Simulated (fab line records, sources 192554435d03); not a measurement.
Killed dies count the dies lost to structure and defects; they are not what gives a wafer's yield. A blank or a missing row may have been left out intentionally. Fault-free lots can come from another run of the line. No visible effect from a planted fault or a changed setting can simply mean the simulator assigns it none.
Lot-split experiment | flow n5_finfet | on a route of 1938 steps: 7 lots, 39 wafers read

== THE SPLIT ==
At N5_FIN_SAQP_ALD_61 (deposits SiO2, target thk 4 nm, pulse time 1 s, purge time 2 s), the setting ald_cycles was moved away from the recipe's 43 on 12 of the 39 wafers read, by -14.0% to +11.6%. The other wafers ran this setting at the recipe's value.

The reading is taken at the split's own step.

== THE READING ==
SiO2_of_FIN_SAQP_ALD_61.thk_nm (the simulator's own value, which no gauge read), in nm, at N5_FIN_SAQP_ALD_61 (deposits SiO2, target thk 4 nm, pulse time 1 s, purge time 2 s). The file does not state a usual value for it. Average 4.006 nm, standard deviation 0.017 nm, over the 27 wafers here run with the recipe.

wafer  | tool, chamber at the split | ald_cycles as run | against the recipe | SiO2_of_FIN_SAQP_ALD_61.thk_nm, nm | against lot-mates on the recipe
L076.1 | ald_sin-04, 1              | 45                | +4.7%              | 4.195                              | +0.196
L076.5 | ald_sin-04, 1              | 45                | +4.7%              | 4.195                              | +0.196
L076.2 | ald_sin-04, 3              | 43                | recipe             | 4.024                              | -
L076.3 | ald_sin-04, 0              | 43                | recipe             | 4.004                              | -
L076.4 | ald_sin-04, 2              | 45                | +4.7%              | 4.168                              | +0.169
L076.6 | ald_sin-04, 2              | 43                | recipe             | 3.968                              | -
L077.1 | ald_sin-01, 2              | 43                | recipe             | 4.019                              | -
L077.2 | ald_sin-01, 3              | 43                | recipe             | 3.994                              | -
L077.3 | ald_sin-01, 1              | 43                | recipe             | 4.027                              | -
L077.4 | ald_sin-01, 3              | 43                | recipe             | 3.987                              | -
L077.5 | ald_sin-01, 2,1            | 43                | recipe             | 4.023                              | -
L077.6 | ald_sin-01, 2,1            | 43                | recipe             | 4.023                              | -
L078.1 | ald_sin-01, 2              | 41                | -4.7%              | 3.856                              | -0.165
L078.2 | ald_sin-01, 3              | 41                | -4.7%              | 3.805                              | -0.216
L078.3 | ald_sin-01, 1              | 43                | recipe             | 4.01                               | -
L078.4 | ald_sin-01, 2              | 43                | recipe             | 4.032                              | -
L078.5 | ald_sin-01, 3              | 41                | -4.7%              | 3.808                              | -0.213
L078.6 | ald_sin-01, 1              | 43                | recipe             | 4.021                              | -
L080.1 | ald_sin-01, 3              | 43                | recipe             | 3.993                              | -
L080.4 | ald_sin-01, 2              | 43                | recipe             | 4.016                              | -
L080.5 | ald_sin-01, 2              | 43                | recipe             | 3.992                              | -
L084.1 | ald_sin-03, 2              | 43                | recipe             | 4                                  | -
L084.2 | ald_sin-03, 1              | 43                | recipe             | 3.989                              | -
L084.3 | ald_sin-03, 0              | 43                | recipe             | 4.001                              | -
L084.4 | ald_sin-03, 3              | 43                | recipe             | 3.993                              | -
L084.5 | ald_sin-03, 1              | 43                | recipe             | 3.983                              | -
L084.6 | ald_sin-03, 2              | 43                | recipe             | 3.998                              | -
L085.1 | ald_sin-01, 1,3            | 37                | -14.0%             | 3.452                              | -0.575
L085.5 | ald_sin-01, 1,3            | 37                | -14.0%             | 3.452                              | -0.575
L085.2 | ald_sin-01, 0              | 43                | recipe             | 4.027                              | -
L085.3 | ald_sin-01, 3              | 43                | recipe             | 4.018                              | -
L085.4 | ald_sin-01, 2              | 43                | recipe             | 4.036                              | -
L085.6 | ald_sin-01, 0              | 37                | -14.0%             | 3.462                              | -0.565
L086.1 | ald_sin-03, 1              | 48                | +11.6%             | 4.463                              | +0.468
L086.2 | ald_sin-03, 2              | 43                | recipe             | 3.995                              | -
L086.3 | ald_sin-03, 0              | 48                | +11.6%             | 4.459                              | +0.464
L086.4 | ald_sin-03, 3              | 43                | recipe             | 3.996                              | -
L086.5 | ald_sin-03, 1              | 48                | +11.6%             | 4.454                              | +0.459
L086.6 | ald_sin-03, 0              | 43                | recipe             | 3.993                              | -
When a row names more than one chamber, that row covers several wafers, and the file does not tell which wafer ran in which chamber.

FIT RESULTS
A straight line over all 39 wafers: SiO2_of_FIN_SAQP_ALD_61.thk_nm changes by +0.0392 nm for each +1% of ald_cycles; r = +1.00; the points scatter about the line by 0.017 nm.
The same after taking each lot's own level away (the mean of its wafers on the recipe; 39 wafers): +0.0406 nm for each +1%; r = +1.00; scatter 0.013 nm.
Per that fit: largest ald_cycles move, reading shift of 0.57 nm.
Measured against the standard deviation above, the lots' own levels, which go from 3.9940 to 4.0270 nm, span 1.9 times it.
Consequently the slope shifts little with the lot-to-lot level, the two slopes agreeing.
Check: for one of the wafers moved furthest among these (-14.0%), held out of the fit, the line's prediction against its lot-mates is -0.567 nm. It came out at -0.575 nm against them.

== THE FILE'S OWN FIT ==
SiO2_of_FIN_SAQP_ALD_61.thk_nm changes by +0.0406 nm for each +1% of ald_cycles, r = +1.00.
